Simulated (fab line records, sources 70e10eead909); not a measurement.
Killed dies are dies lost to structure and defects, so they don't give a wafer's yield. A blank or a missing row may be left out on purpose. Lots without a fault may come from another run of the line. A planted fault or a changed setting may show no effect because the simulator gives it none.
fab line records | flow nand_harc
record lots=6 wafers=18 last_day=34
route steps=1302 shown A_WL_FILL@956 A_CONTACT@983 END@1302
lots that met no fault: from a run of the same line without faults
start_h: hours from the record's first day to the start of the lot's first wafer shown | wait_h: hours since the lot's step before | " the same as in the row above | L1.1+2: a row that stands for several wafers | - no value, or no start given | * or withheld: withheld | < > ~ a bound
route shown NAME@n: a module of which the file shows steps, and the number in the route of the first | usual: mean/standard deviation of fault-free wafers | same: alike in all rows | chamber/n: place in a boat | sites: the reading at each site | _std_site: their standard deviation | _edge_site: outer sites' mean less inner sites' | radius_mm: how far each site lies from the wafer's centre | mask NAME#n: copy n | behind: the tool/chamber that last shaped the wafer | hold: why the lot was held/for how many hours/how that ended | device: the transistor (n, p or np) that didn't switch | end of line: the same wafers' tests at the end of the route | a step without rows: its recipe alone | killed: dies lost to structure and defects at the first sort, not the wafer's yield | map: a wafer's dies, x killed, . not, _ none there
set.NAME: the setting as run; set.NAME@STEP: as run at that earlier step | model.NAME: the simulator's own value behind a step, which no gauge read
lots at some steps of the route; a table a step, a row a wafer
services: from which hour (start_h, from the record's first day; less than 0 if before it) a tool's chamber was out of use, for how many hours, and why
## steps
# step NHARC_A_WL_FILL_CVD_03
# recipe target_thk_a=400 temp_c=300 pressure_torr=40 wf6_flow_sccm=40 h2_flow_sccm=1600 ar_flow_sccm=1560 time_s=279 material=W
# step NHARC_A_WL_FILL_ETCHBACK_04
# recipe target_depth_a=600 time_s=120 chemistry=NF3
# usual drypump_motor_current_A=5.84/0.23 he_backside_leak_sccm=3.39/0.23 oes_product_au=1.001/0.0087
# columns lot.wafer tool chamber start_h wait_h drypump_motor_current_A he_backside_leak_sccm oes_product_au rf_hours_counter_h
L835.3 rie_metal-02 0 523.45 0.3 5.44 3.52 1.013 -
L835.5 " 1 " " 5.70 3.59 1.012 -
L835.6 " 0 " " 5.45 3.69 1.005 -
L836.1 rie_metal-02 1 535.73 0.4 5.68 3.99 1.003 1.9
L836.4 " 1 " " 5.69 3.83 1.003 -
L836.5 " 1 " " 5.70 3.68 1.008 -
L837.1 rie_metal-03 1 540.94 0.3 5.67 2.76 1.000 0.3
L837.3 " 1 " " 5.66 3.18 0.996 -
L837.4 " 0 " " 6.17 3.27 0.995 -
L843.1 rie_metal-01 0 613.77 0.3 5.84 3.43 1.010 0.5
L843.4 " 1 " " 6.00 3.27 1.004 -
L843.5 " 0 " " 5.84 3.57 1.002 -
L847.2 rie_metal-02 1 644.96 0.3 5.67 3.88 1.012 0.0
L847.4 " 1 " " 5.70 3.80 0.990 -
L847.3 " 0 " " 5.47 3.49 1.001 -
L852.2 rie_metal-03 0 692.37 0.4 6.17 3.27 0.991 3.6
L852.3 " 0 " " 6.19 3.09 1.001 -
L852.6 " 1 " " 5.69 3.34 1.002 -
# step NHARC_A_WL_FILL_ETCHBACK_05
# recipe target_depth_a=220 time_s=60 temp_c=40 chemistry=Cl2/BCl3
# step NHARC_A_WL_FILL_STRIP_27
# recipe power_w=1500 temp_c=250 time_s=20 chemistry=N2/H2
# step NHARC_A_WL_FILL_STRIP_28
# recipe time_s=1200 temp_c=72.5 chemistry=post_etch_residue_remover
# step NHARC_A_WL_FILL_PRECLEAN_06
# recipe time_s=300 chemistry=DIW
# step NHARC_A_WL_FILL_SRD_07
# step NHARC_A_WL_FILL_ANNEAL_08
# recipe temp_c=450 time_s=1800
# step NHARC_A_WL_FILL_ALD_10
# recipe target_thk_a=500 pulse_time_s=10 ald_cycles=500 temp_c=300 material=SiO2
# step NHARC_A_WL_FILL_ETCHBACK_16
# recipe target_depth_a=1200 time_s=24 c4f8_flow_sccm=withheld o2_flow_sccm=8 ar_flow_sccm=withheld rf_w=600 bias_w=800 chemistry=C4F8/O2/Ar
# step NHARC_A_WL_FILL_STRIP_29
# recipe time_s=20 o2_flow_sccm=500 ar_flow_sccm=0 bias_w=0 chemistry=O2
# usual drypump_motor_current_A=5.6/0.47 mfc_ar_sccm=0.004/0.0058 oes_product_au=1.001/0.0072 rf_vpp_V=57.7/0.88 showerhead_plenum_p_Torr=3.56/0.15 throttle_valve_pct=17.037/0.0082
# columns lot.wafer tool chamber start_h wait_h drypump_motor_current_A mfc_ar_sccm oes_product_au rf_hours_counter_h rf_vpp_V showerhead_plenum_p_Torr throttle_valve_pct
L835.3 rie_diel-11 1 534.44 0.1 6.2 0 1.000 3.1 56.8 3.59 17.051
L835.6 " 0 " " 5.7 0.009 1.012 - 57.4 3.46 17.041
L835.5 " 1 " " 6.2 0 1.001 - 57.6 3.59 17.038
L836.4 rie_diel-11 3 547.27 0.1 5.7 0 0.984 2.9 58.0 3.78 17.045
L836.1 " 0 " " 5.7 0.009 1.001 3.0 59.2 3.46 17.034
L836.5 " 0 " " 5.7 0.009 1.001 - 55.6 3.46 17.029
L837.3 rie_diel-02 3 552.12 0.1 6.6 0.009 1.007 4.3 58.0 3.57 17.030
L837.1 " 0 " " 5.4 0.019 1.000 4.4 58.7 3.48 17.033
L837.4 " 1 " " 4.9 0 1.010 3.9 56.0 3.54 17.051
L843.4 rie_diel-11 0 624.30 0.1 5.7 0.009 0.998 0.3 57.6 3.45 17.034
L843.1 " 3 " " 5.7 0 0.984 0.5 59.0 3.78 17.020
L843.5 " 0 " " 5.7 0.009 0.997 - 58.5 3.45 17.049
L847.3 rie_diel-02 3 658.09 0.1 6.6 0.009 0.994 2.8 57.0 3.57 17.036
L847.2 " 0 " " 5.4 0.019 1.006 2.8 58.0 3.48 17.026
L847.4 " 1 " " 4.9 0 0.998 2.8 59.0 3.54 17.038
L852.3 rie_diel-02 2 702.87 0.1 5.4 0 1.000 3.9 57.8 3.69 17.027
L852.2 " 1 " " 4.9 0 0.996 4.0 57.7 3.54 17.035
L852.6 " 2 " " 5.3 0 0.995 - 57.6 3.69 17.052
# step NHARC_A_WL_FILL_ETCHBACK_17
# recipe target_depth_a=40 time_s=26.7 chemistry=Cl2/BCl3
# usual drypump_motor_current_A=5.80/0.21 he_backside_leak_sccm=3.44/0.27 oes_product_au=1.002/0.0078
# columns lot.wafer tool chamber start_h wait_h drypump_motor_current_A he_backside_leak_sccm oes_product_au rf_hours_counter_h
L835.3 rie_metal-01 0 534.60 - 5.83 3.22 1.002 -
L835.5 " 0 " " 5.82 3.36 1.001 -
L835.6 " 0 " " 5.85 3.16 1.001 -
L836.1 rie_metal-01 0 547.38 - 5.81 3.47 1.004 2.6
L836.4 " 0 " " 5.83 3.43 1.002 -
L836.5 " 1 " " 6.02 3.41 1.002 -
L837.1 rie_metal-02 0 552.24 - 5.51 3.49 1.004 1.6
L837.3 " 1 " " 5.68 3.47 1.004 -
L837.4 " 0 " " 5.50 3.53 1.002 -
L843.1 rie_metal-02 1 624.41 - 5.70 3.58 1.011 3.5
L843.4 " 1 " " 5.72 3.52 1.010 -
L843.5 " 1 " " 5.70 3.69 1.004 -
L847.2 rie_metal-02 0 658.20 - 5.52 3.45 1.002 0.4
L847.4 " 1 " " 5.70 3.69 1.002 -
L847.3 " 0 " " 5.53 3.50 0.998 -
L852.2 rie_metal-01 1 702.96 - 6.03 3.53 0.996 2.1
L852.3 " 0 " " 5.82 3.52 0.997 -
L852.6 " 1 " " 6.04 3.61 1.002 -
# step NHARC_A_WL_FILL_PRECLEAN_18
# recipe time_s=30 chemistry=dHF
# step NHARC_A_WL_FILL_SRD_21
# step NHARC_A_WL_FILL_CVD_23
# recipe target_thk_a=400 temp_c=620 pressure_mtorr=200 time_s=800 material=poly-Si
# step NHARC_A_WL_FILL_ETCHBACK_26
# recipe target_depth_a=520 time_s=13.3 hbr_flow_sccm=150 rf_w=350 icp_w=350 bias_w=60 chemistry=HBr
# usual drypump_motor_current_A=5.65/0.28 he_backside_leak_sccm=2.71/0.27 oes_product_au=1.000/0.0074 throttle_valve_pct=23.267/0.0098
# columns lot.wafer tool chamber start_h wait_h drypump_motor_current_A he_backside_leak_sccm oes_product_au rf_hours_counter_h throttle_valve_pct
L835.3 rie_si-06 2 538.76 0.4 5.29 2.91 1.014 0.82 23.268
L835.6 " 2 " " 5.28 2.98 1.005 - 23.270
L835.5 " 3 " " 5.88 2.80 1.003 - 23.257
L836.4 rie_si-03 1 552.61 0.4 5.74 2.90 1.002 1.03 23.263
L836.1 " 2 " " 6.05 3.09 1.008 0.86 23.265
L836.5 " 0 " " 5.25 2.62 1.001 - 23.272
L837.1 rie_si-06 1 557.70 0.4 5.42 2.55 0.995 0.77 23.267
L837.4 " 2 " " 5.32 2.96 0.995 0.92 23.267
L837.3 " 0 " " 5.89 2.51 1.014 0.82 23.278
L843.4 rie_si-03 3 629.59 0.4 5.79 2.39 0.995 0.30 23.271
L843.1 " 0 " " 5.22 2.54 1.003 0.32 23.295
L843.5 " 2 " " 6.07 3.12 1.001 - 23.289
L847.4 rie_si-06 0 662.55 0.4 5.85 2.34 0.993 0.27 23.261
L847.2 " 1 " " 5.38 2.44 1.001 0.36 23.264
L847.3 " 2 " " 5.25 3.03 1.000 0.42 23.254
L852.2 rie_si-05 0 708.20 0.4 5.93 2.55 0.984 0.17 23.261
L852.3 " 1 " " 5.50 2.78 0.989 0.18 23.282
L852.6 " 0 " " 5.93 2.54 0.987 - 23.268
# step NHARC_A_WL_FILL_PRECLEAN_30
# recipe time_s=10 chemistry=dHF
# step NHARC_A_WL_FILL_SRD_14
# step NHARC_A_WL_FILL_ALD_19
# recipe target_thk_a=20 pulse_time_s=3 ald_cycles=100 temp_c=450 material=TiN
# step NHARC_A_WL_FILL_CVD_20
# recipe target_thk_a=1000 temp_c=400 pressure_torr=40 wf6_flow_sccm=40 h2_flow_sccm=1600 ar_flow_sccm=1560 time_s=74 material=W
# usual heater_power_w=822/50 mfc_ar_sccm=1561/4.7 throttle_valve_pct=8.2/0.33
# columns lot.wafer tool chamber start_h wait_h heater_power_w mfc_ar_sccm since_wet_clean_h throttle_valve_pct
L835.3 cvd_w-02 0 - - 856 1565 - 8.1
L835.6 " 0 " " 834 1569 - 8.3
L835.5 " 1 " " 785 1562 - 8.5
L836.1 cvd_w-02 1 - - 762 1560 89 8.7
L836.4 " 1 " " 792 1564 - 8.7
L836.5 " 0 " " 847 1564 - 7.9
L837.1 cvd_w-02 1 - - 793 1557 94 8.6
L837.3 " 1 " " 775 1554 - 8.7
L837.4 " 0 " " 856 1558 - 8.3
L843.1 cvd_w-01 1 - - 904 1552 70 7.9
L843.4 " 1 " " 903 1555 - 7.7
L843.5 " 0 " " 821 1557 - 7.9
L847.2 cvd_w-02 1 - - 737 1562 18 8.7
L847.3 " 0 " " 865 1554 - 8.3
L847.4 " 1 " " 731 1558 - 8.8
L852.2 cvd_w-02 1 - - 743 1563 64 8.7
L852.3 " 1 " " 743 1560 - 8.8
L852.6 " 1 " " 735 1559 - 8.5
# step NHARC_A_WL_FILL_CMP_12
# recipe t_overpolish_s=30 target_thk_nm=100
# step NHARC_A_WL_FILL_SRD_31
# step NHARC_A_CONTACT_DEP_24
# recipe target_thk_a=5000 temp_c=400 pressure_torr=6.5 rf_w=900 teos_flow_sccm=161.4 flow_sccm=2650 target_thk_nm=500 gas=O2 material=SiO2
# step NHARC_A_CONTACT_DEP_28
# recipe target_thk_a=70000 temp_c=400 material=aC
# usual throttle_valve_pct=35.001/0.0083
# columns lot.wafer tool chamber start_h wait_h throttle_valve_pct
L835.3 acl_dep-01 0 545.01 4.5 35.005
L835.5 " 0 546.41 5.9 35.008
L835.6 " 0 " " 34.999
L836.1 acl_dep-03 0 555.23 0.9 35.010
L836.4 " 0 557.30 2.9 35.013
L836.5 " 0 " " 35.005
L837.1 acl_dep-02 0 563.91 4.5 34.986
L837.3 " 0 565.31 5.9 34.990
L837.4 " 0 " " 34.995
L843.1 acl_dep-01 0 632.82 1.5 35.003
L843.4 " 0 634.96 3.6 35.003
L843.5 " 0 " " 35.009
L847.2 acl_dep-02 0 667.60 3.2 34.998
L847.3 " 0 " " 35.000
L847.4 " 0 " " 34.995
L852.2 acl_dep-01 0 710.69 0.8 35.006
L852.3 " 0 " " 34.995
L852.6 " 0 713.53 3.6 34.990
# step NHARC_A_CONTACT_DEP_29
# recipe target_thk_a=1000 target_thk_nm=100 temp_c=400 pressure_torr=3.5 flow_sccm=200 rf_w=350 material=SiON
# step NHARC_A_CONTACT_DEHYDRATE_32
# recipe temp_c=150 time_s=120
# step NHARC_A_CONTACT_HMDS_33
# recipe time_s=30
# step NHARC_A_CONTACT_COAT_34
# recipe temp_c=260 time_s=75
# step NHARC_A_CONTACT_COAT_35
# recipe temp_c=225 time_s=65
# step NHARC_A_CONTACT_COAT_36
# recipe spin_rpm=1500 resist_thk_nm=90
# step NHARC_A_CONTACT_SOFTBAKE_37
# recipe temp_c=105 time_s=55
# step NHARC_A_CONTACT_EBR_38
# step NHARC_A_CONTACT_EXPOSE_39
# recipe na=1.35 sigma_outer=0.8 dose_mj=58.79 mask_id=A_CC_3
# step NHARC_A_CONTACT_PEB_40
# recipe peb_temp_c=100 peb_time_s=65
# step NHARC_A_CONTACT_DEVELOP_41
# recipe develop_time_s=35 dev_temp_c=23
# step NHARC_A_CONTACT_CD_MEAS_42
# recipe target_cd_nm=300 landing_energy_ev=500
# usual cd_nm=299.8/0.41
# columns lot.wafer tool chamber start_h wait_h cd_nm
L835.3 cd_sem-01 0 548.55 - 298.9
L835.5 " 0 " " 299.7
L835.6 " 0 " " 299.3
L836.1 cd_sem-01 0 560.10 - 299.7
L836.4 " 0 " " 299.6
L836.5 " 0 " " 299.8
L837.1 cd_sem-01 0 568.84 - 299.8
L837.3 " 0 " " 299.3
L837.4 " 0 " " 299.2
L843.1 cd_sem-03 0 637.85 - 300.0
L843.4 " 0 " " 300.4
L843.5 " 0 " " 300.6
L847.2 cd_sem-02 0 671.87 - 299.7
L847.3 " 0 " " 300.4
L847.4 " 0 " " 300.3
L852.2 cd_sem-03 0 714.86 - 299.7
L852.3 " 0 " " 300.0
L852.6 " 0 " " 299.7
# step NHARC_END_SORT_01
# recipe temp_c=25
# usual killed_at_array=52/17 killed_at_other=0.8/1.1 killed_at_periphery=3.2/2.2 killed_dies=57/17 killed_open=3.4/1.8 killed_short=2.4/1.6
# same gross_dies=677
# columns lot.wafer tool chamber start_h wait_h killed_at_array killed_at_other killed_at_periphery killed_dies killed_open killed_short
L836.1 prober-02 0 631.60 2.5 32 0 5 37 2 1
L836.4 prober-02 0 633.98 3.4 48 0 4 52 5 3
L836.5 prober-02 0 634.78 3.7 41 0 5 46 4 0
L843.1 prober-02 0 702.35 2.5 125 0 6 131 5 3
L843.4 prober-02 0 704.76 3.4 129 0 1 130 3 2
L843.5 prober-02 0 705.57 3.7 125 0 3 128 0 1
L847.2 prober-02 0 743.04 2.8 94 4 2 100 2 2
L847.3 prober-02 0 743.84 3.1 122 2 2 126 3 2
L847.4 prober-02 0 744.64 3.4 168 1 0 169 3 1
L852.2 prober-02 0 804.13 2.8 44 0 6 50 1 3
L852.3 prober-02 0 804.92 3.1 43 0 3 46 3 5
L852.6 prober-02 0 807.29 3.9 54 0 3 57 6 8
# killed by level:class
L836.1 A_CHANNEL_HOLE_D2:chamber_film_flake=23 P_GATE:chamber_film_flake=2 A_CHANNEL_HOLE_D1:chamber_film_flake=2 A_M1:chamber_film_flake=2 A_CONTACT:chamber_film_flake=2 A_CHANNEL_HOLE_D1:geometric_particle:short=1 A_CHANNEL_FILL_D1:geometric_particle:open=1 A_ONON_D2:geometric_particle:open=1
L836.4 A_CHANNEL_HOLE_D2:chamber_film_flake=32 A_CHANNEL_HOLE_D1:chamber_film_flake=5 A_ONON_D2:geometric_particle:short=2 A_CONTACT:chamber_film_flake=2 P_CONTACT:geometric_particle:open=1 P_M0:geometric_particle:open=1 A_CHANNEL_FILL_D1:geometric_particle:open=1 A_CHANNEL_HOLE_D2:geometric_particle:open=1
L836.5 A_CHANNEL_HOLE_D2:chamber_film_flake=24 A_CONTACT:chamber_film_flake=7 A_CHANNEL_HOLE_D1:chamber_film_flake=4 A_SLIT:chamber_film_flake=3 P_GATE:chamber_film_flake=2 P_M0:geometric_particle:open=1 A_CHANNEL_FILL_D1:geometric_particle:open=1 A_WL_FILL:geometric_particle:open=1
L843.1 A_WL_FILL:unspecified=78 A_CHANNEL_HOLE_D1:chamber_film_flake=30 A_CONTACT:chamber_film_flake=7 A_CHANNEL_FILL_D2:geometric_particle:short=2 P_GATE:chamber_film_flake=2 P_BONDPAD:chamber_film_flake=2 A_SLIT:chamber_film_flake=2 P_CONTACT:geometric_particle:short=1
L843.4 A_WL_FILL:unspecified=84 A_CHANNEL_HOLE_D1:chamber_film_flake=33 A_CONTACT:chamber_film_flake=4 A_ZERO_WELL:chamber_film_flake=2 P_CONTACT:geometric_particle:open=1 A_ONON_D1:geometric_particle:open=1 A_CHANNEL_HOLE_D1:geometric_particle:short=1 A_CHANNEL_FILL_D2:geometric_particle:open=1
L843.5 A_WL_FILL:unspecified=85 A_CHANNEL_HOLE_D1:chamber_film_flake=23 A_STAIRCASE:chamber_film_flake=5 A_CONTACT:chamber_film_flake=5 A_SLIT:chamber_film_flake=3 P_GATE:chamber_film_flake=2 A_WL_FILL:chamber_film_flake=2 A_CHANNEL_HOLE_D2:geometric_particle:short=1
L847.2 A_WL_FILL:unspecified=35 A_SLIT:chamber_film_flake=26 A_CHANNEL_HOLE_D2:chamber_film_flake=16 A_CHANNEL_HOLE_D1:chamber_film_flake=6 THIN_TSV:chamber_film_flake=4 A_CONTACT:chamber_film_flake=3 A_STAIRCASE:chamber_film_flake=2 P_CONTACT:geometric_particle:open=1
L847.3 A_WL_FILL:unspecified=41 A_CHANNEL_HOLE_D1:chamber_film_flake=35 A_SLIT:chamber_film_flake=24 A_CHANNEL_HOLE_D2:chamber_film_flake=11 A_CONTACT:chamber_film_flake=3 A_STAIRCASE:chamber_film_flake=2 P_M0:geometric_particle:open=1 A_DECK1_JOINT:geometric_particle:open=1
L847.4 A_WL_FILL:unspecified=89 A_SLIT:chamber_film_flake=27 A_CHANNEL_HOLE_D1:chamber_film_flake=24 A_CHANNEL_HOLE_D2:chamber_film_flake=14 A_STAIRCASE:chamber_film_flake=3 A_CONTACT:chamber_film_flake=2 A_DECK1_JOINT:chamber_film_flake=2 A_CHANNEL_HOLE_D1:geometric_particle:open=1
L852.2 A_CHANNEL_HOLE_D2:chamber_film_flake=21 A_SLIT:chamber_film_flake=10 A_CONTACT:chamber_film_flake=7 A_WL_FILL:geometric_particle:short=2 P_GATE:chamber_film_flake=2 P_M2:chamber_film_flake=2 A_ONON_D1:geometric_particle:short=1 A_M0:geometric_particle:open=1
L852.3 A_CHANNEL_HOLE_D2:chamber_film_flake=16 A_SLIT:chamber_film_flake=12 A_CONTACT:chamber_film_flake=7 A_ONON_D1:geometric_particle:short=2 P_M1:geometric_particle:open=1 A_ONON_D2:geometric_particle:short=1 A_CHANNEL_HOLE_D2:geometric_particle:open=1 A_CHANNEL_FILL_D2:geometric_particle:short=1
L852.6 A_CHANNEL_HOLE_D2:chamber_film_flake=29 A_SLIT:chamber_film_flake=6 A_ONON_D2:geometric_particle:short=4 A_ONON_D2:geometric_particle:open=2 A_CHANNEL_FILL_D2:geometric_particle:short=2 A_STAIRCASE:chamber_film_flake=2 A_CONTACT:chamber_film_flake=2 P_M0:geometric_particle:open=1
# map L843.1 (x killed, . not)
____________.____________
_________......x_________
_______..........._______
______.............______
_____...x..........._____
____........x........____
____.................____
___...................___
___...................___
__..x...............x..__
__.x...................__
_......................._
_......................._
_......x.....x.........._
_.............xxx.x....._
_...........x.x.x......._
.............x..xx.......
............xxxxx...x....
..........x.xxxxx.....x..
x..........xxxxxxxx..x...
...........xxxxxxx.......
_.......x.xxxxxx........_
_.......xxxxxxxxxx......_
_.......xxxxxxxx........_
_......xxxxxxxxx........_
_.......xxxxxxxx.x......_
__......xxxxxxxxx......__
__......xxxxxxxxx......__
___......xxxxxxx......___
___......xxxxxxx......___
____....xx.xxx.......____
____.x......x........____
_____......x........_____
______.............______
_______..........._______
_________......._________
____________.____________
# map L847.4 (x killed, . not)
____________x____________
_________......._________
_______..........._______
______.............______
_____..............._____
____..........x......____
____.......x.........____
___......x.x..........___
___.x.................___
__xxxx....xx....x......__
__.xx........x.........__
_xxxxx.x..xxxx.x........_
_xxxx.....xx.xx........._
_xxxxx...xxxxxxxx......._
_x..xx.....xxxx.x......._
_.x..x....xxxxxx........_
.x......xx.xx............
...........xxx..x........
...........x...x.........
..........xx.xx..........
..........xxxxx.x.....x..
_...x...xxxxxx.xx......._
_.......xxxxxxxx........_
_......xxxxxxxxx........_
_......xxxxxxxxxx......._
_.......xxxxxxxx........_
__......xxxxxxx.x......__
__......xxxxxxxx.......__
___.....xxxxxxx.......___
___.....x.xxxxxx......___
____.....xx.xxx......____
____x...xx..x........____
_____..............._____
______.............______
_______..........._______
_________......._________
____________.____________
## services
# columns tool chamber start_h hours kind
rie_diel-02 1 510.39 3.3 repair
rie_metal-03 - 519.00 9.0 pm
rie_metal-01 1 524.91 15.3 repair
acl_dep-01 - 552.46 13.0 pm
rie_diel-02 - 556.03 0.5 repair
rie_diel-02 - 570.80 9.0 pm
rie_metal-01 - 575.00 9.0 pm
rie_si-03 - 575.10 9.0 pm
rie_metal-03 1 586.87 7.9 repair
rie_si-06 3 597.07 3.4 repair
rie_si-06 - 603.00 9.0 pm
acl_dep-02 - 606.61 13.0 pm
rie_diel-11 - 609.50 9.0 pm
cvd_w-02 0 609.59 14.2 repair
rie_metal-02 - 631.00 9.0 pm
cvd_w-02 - 632.09 13.0 pm
rie_metal-01 - 645.30 0.7 repair
rie_metal-01 - 660.05 0.3 repair
rie_diel-02 - 663.93 0.9 repair
rie_metal-02 0 664.69 2.5 repair
rie_si-06 3 675.04 2.0 repair
rie_metal-03 - 696.00 9.0 pm
rie_metal-01 - 696.19 1.1 repair
rie_si-06 0 698.49 7.9 repair
## key
first_sign step=NHARC_END_SORT_01 reading=killed_at_array direction=up sigmas=4.4 usual=52 struck=127 wafers_moved=5
effect step=NHARC_END_SORT_01 reading=killed_dies direction=up sigmas=4.3 usual=57 struck=131
more_kills_born_at NHARC_A_WL_FILL_ETCHBACK_17@rie_metal-02=404
met_at NHARC_A_WL_FILL_ETCHBACK_17
struck_wafers L843.1,L843.4,L843.5,L847.2,L847.3,L847.4
tester_left_out L843,L847
onset_between 552.24 624.41
fault kind=chamber_particle_source tool=rie_metal-02 chamber=- onset_h=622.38 steps=NHARC_A_WL_FILL_ETCHBACK_17 rate_per_visit_cm2=0.81536 end_h=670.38
# tester_left_out: of these lots the tester's yield and bins aren't shown, on N5 and GAA mostly nor the transistor test; their killed dies are dies lost to structure and defects alone, not to doping, threshold or leakage, so they don't give the yield
